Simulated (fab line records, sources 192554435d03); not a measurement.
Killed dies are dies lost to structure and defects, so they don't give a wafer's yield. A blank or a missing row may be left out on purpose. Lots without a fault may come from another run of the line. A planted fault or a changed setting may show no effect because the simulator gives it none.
A struck lot beside a sound one | flow n5_finfet | 39 steps out of a route of 1938
Sound: wafers L192.1, L192.3, L192.5. Struck: wafers L187.1, L187.3. The cause comes at the end.
At each step with rows: each side's tool, then ch and its chambers, then its first start. Under that, the readings that differ: sound wafers | struck wafers | difference of the means | sigmas: that difference in standard deviations of wafers without a fault.
alike: readings whose means differ by less than 2 such deviations, and words and numbers that are the same on both sides. not compared: withheld readings, readings that some wafer has no value for, bounds like >300 that may hide the same value, and numbers for which the record gives no deviation and whose values overlap.
The two part at a step that has a row with sigmas, a row that says differs or no value, or rows on one side only. Numbers that don't overlap but have no deviation are shown without sigmas and don't part them. A reading that every wafer of one side lacks parts them only if that side has two wafers or more.

first, 9 steps without rows for these wafers: N5_DUMMY_GATE_COAT_09 (resist thk 30 nm); N5_DUMMY_GATE_EBR_11; N5_DUMMY_GATE_SOFTBAKE_10 (time 60 s); N5_DUMMY_GATE_EXPOSE_12 (exposes mask GATE, target cd 25 nm); N5_DUMMY_GATE_PEB_13 (peb time 60 s); N5_DUMMY_GATE_DEVELOP_14 (develop time 30 s); N5_DUMMY_GATE_DESCUM_20 (chemistry O2, time 6.2 s); N5_DUMMY_GATE_ETCH_29 (etches underlayer in N2/H2, target depth 13 nm); N5_DUMMY_GATE_ETCH_36 (etches SiARC in CF4, target depth 13 nm).
N5_DUMMY_GATE_ETCH_37: etches SOC in N2/H2, target depth 60 nm, overetch 30 nm.
  sound on rie_diel-01 ch 1,2,3, day 7 10:11; struck on rie_diel-02 ch 0,3, day 6 08:15
  reading                                       | sound       | struck  | difference | sigmas
  model.SiARC_of_DUMMY_GATE_COAT_35.thk_nm (nm) | 5.4 4.8 5.2 | 2.4 1.8 | -3.0       |
  alike: drypump_motor_current_A, n2_flow_sccm, oes_product_au, rf_vpp_V, showerhead_plenum_p_Torr, throttle_valve_pct
  not compared: rf_hours_counter_h
then, 2 steps without rows for these wafers: N5_DUMMY_GATE_STRIP_38 (strips in N2/H2); N5_DUMMY_GATE_STRIP_39 (strips in N2/H2).
N5_DUMMY_GATE_TRIM_49: chemistry O2, time 29 s, target cd 14 nm.
  sound on rie_si-05 ch 0,3, day 7 10:17; struck on rie_si-02 ch 2,3, day 6 08:20
  reading                     | sound          | struck    | difference | sigmas
  model.DUMMY_GATE.cd_nm (nm) | 14.6 14.6 14.2 | 12.6 12.4 | -2.0       |
  alike: drypump_motor_current_A, oes_product_au, throttle_valve_pct
  not compared: rf_hours_counter_h
then, 1 step without rows for these wafers: N5_DUMMY_GATE_STRIP_40 (strips in CF4).
N5_DUMMY_GATE_CD_MEAS_50: target cd 14 nm.
  sound on cd_sem-02, day 7 10:45; struck on cd_sem-01, day 6 08:29
  reading    | sound          | struck    | difference | sigmas
  cd_nm (nm) | 14.4 14.8 14.1 | 12.5 12.7 | -1.8       | -4
then, 6 steps without rows for these wafers: N5_DUMMY_GATE_ETCH_31 (etches SiO2 in C4F6/O2, target depth 82.5 nm, time 27.5 s); N5_DUMMY_GATE_STRIP_41 (strips in O2); N5_DUMMY_GATE_HM_OPEN_21 (chemistry CH3F/O2, target SiNx, target depth 120 nm, time 171.4 s); N5_DUMMY_GATE_ETCH_32 (etches SiO2 in CF4, target depth 3.5 nm, time 3.9 s); N5_DUMMY_GATE_ETCH_23 (etches poly-Si in HBr/Cl2/O2, target depth 41 nm, time 22.3 s); N5_DUMMY_GATE_ETCH_44 (etches poly-Si in HBr/O2, stops on SiO2, target depth 127.5 nm).
N5_DUMMY_GATE_CD_MEAS_24: target cd 15 nm.
  sound on cd_sem-03, day 7 11:51; struck on cd_sem-01, day 6 09:10
  reading    | sound          | struck    | difference | sigmas
  cd_nm (nm) | 15.6 15.6 15.5 | 14.3 13.8 | -1.5       | -3
N5_DUMMY_GATE_ETCH_42: etches SiO2 in CHF3/O2, target depth 3.5 nm, time 31 s.
  sound on rie_diel-06 ch 0,3, day 7 12:07; struck on rie_diel-06 ch 1,2, day 6 09:13
  reading                     | sound          | struck  | difference | sigmas
  model.DUMMY_GATE.cd_nm (nm) | 15.6 15.4 15.2 | 14 13.4 | -2         |
  alike: drypump_motor_current_A, oes_product_au, rf_vpp_V, showerhead_plenum_p_Torr, throttle_valve_pct
  not compared: rf_hours_counter_h
then, 14 steps without rows for these wafers: N5_DUMMY_GATE_STRIP_48 (strips in N2/H2, time 20 s); N5_DUMMY_GATE_PRECLEAN_33 (cleans in dHF, time 10 s); N5_DUMMY_GATE_PRECLEAN_25 (cleans in O3/DIW, time 45 s); N5_DUMMY_GATE_PRECLEAN_51 (cleans in SC2, time 45 s); N5_DUMMY_GATE_SRD_26 (time 30 s); N5_DUMMY_GATE_UV_OZONE_45 (time 120 s); N5_SPACER0_ALD_07 (deposits SiNx, target thk 2 nm); N5_SPACER0_ALD_00 (deposits SiOCN, target thk 3.5 nm, pulse time 3 s, purge time 2 s); N5_SPACER0_ALD_08 (deposits SiNx, target thk 2 nm); N5_SD_EPI_N_COAT_32 (time 60 s, resist thk 350 nm); N5_SD_EPI_N_COAT_33 (time 60 s, resist thk 35 nm); N5_SD_EPI_N_COAT_03 (resist thk 150 nm); N5_SD_EPI_N_EBR_05; N5_SD_EPI_N_SOFTBAKE_04 (time 60 s).
-- the record jumps here: 5 days lie between the struck wafers' starts before and after (it left off in module SD_EPI_N and takes up again in module BEOL_M4, whose first step shown is number 1111 of the route) --
N5_BEOL_M4_RC_MEAS_101:
  sound on prober-02 ch 0, day 12 17:52; struck on prober-01 ch 0, day 10 22:31
  reading        | sound          | struck    | difference | sigmas
  DIBL_N (mV/V)  | 33.3 35.8 35.5 | 39.6 43.0 | +6.4       | +3
  DIBL_P (mV/V)  | 33.2 35.9 35.8 | 38.5 44.8 | +6.7       | +2
  IOFF_N (nA/um) | 0.12 0.15 0.13 | 0.17 0.29 | +0.10      | +2
  SS_N (mV/dec)  | 71.2 71.1 71.6 | 72.3 73.2 | +1.5       | +2
  SS_P (mV/dec)  | 72.3 72.7 72.9 | 73.8 75.6 | +2.1       | +2
  alike: IOFF_P, ION_N, ION_P, VT_N, VT_P
-- the record jumps here: 4 days lie between the struck wafers' starts before and after (it left off in module BEOL_M4 and takes up again in module PASSIVATION, whose first step shown is number 1936 of the route) --
N5_PASSIVATION_PROBE_49:
  sound on prober-02, day 17 10:34; struck on prober-02, day 15 06:03
  reading                  | sound          | struck    | difference | sigmas
  defect_limited_yield (%) | 91.3 92.1 93.8 | 90.3 83.1 | -5.7       | -4
  killed_at_front_end      | 37 41 19       | 35 151    | +61        | +6
  killed_dies              | 103 93 73      | 114 200   | +67        | +4
  killed_short             | 26 26 24       | 48 35     | +16        | +2
  sort_bin_5_function (%)  | 5.2 4.4 3.9    | 5.8 9.2   | +3.0       | +3
  sort_bin_6_memory (%)    | 2.8 2.6 1.9    | 3.6 7.0   | +2.9       | +5
  alike: killed_at_M0_to_M3, killed_at_M4_up, killed_at_contacts, killed_at_other, killed_open, sort_bin_4_leakage, sort_n_pass, sort_yield_pct

WHERE THEY PART
First at N5_DUMMY_GATE_CD_MEAS_50; last, within this record, at N5_PASSIVATION_PROBE_49.

WHY: what the simulator had put in
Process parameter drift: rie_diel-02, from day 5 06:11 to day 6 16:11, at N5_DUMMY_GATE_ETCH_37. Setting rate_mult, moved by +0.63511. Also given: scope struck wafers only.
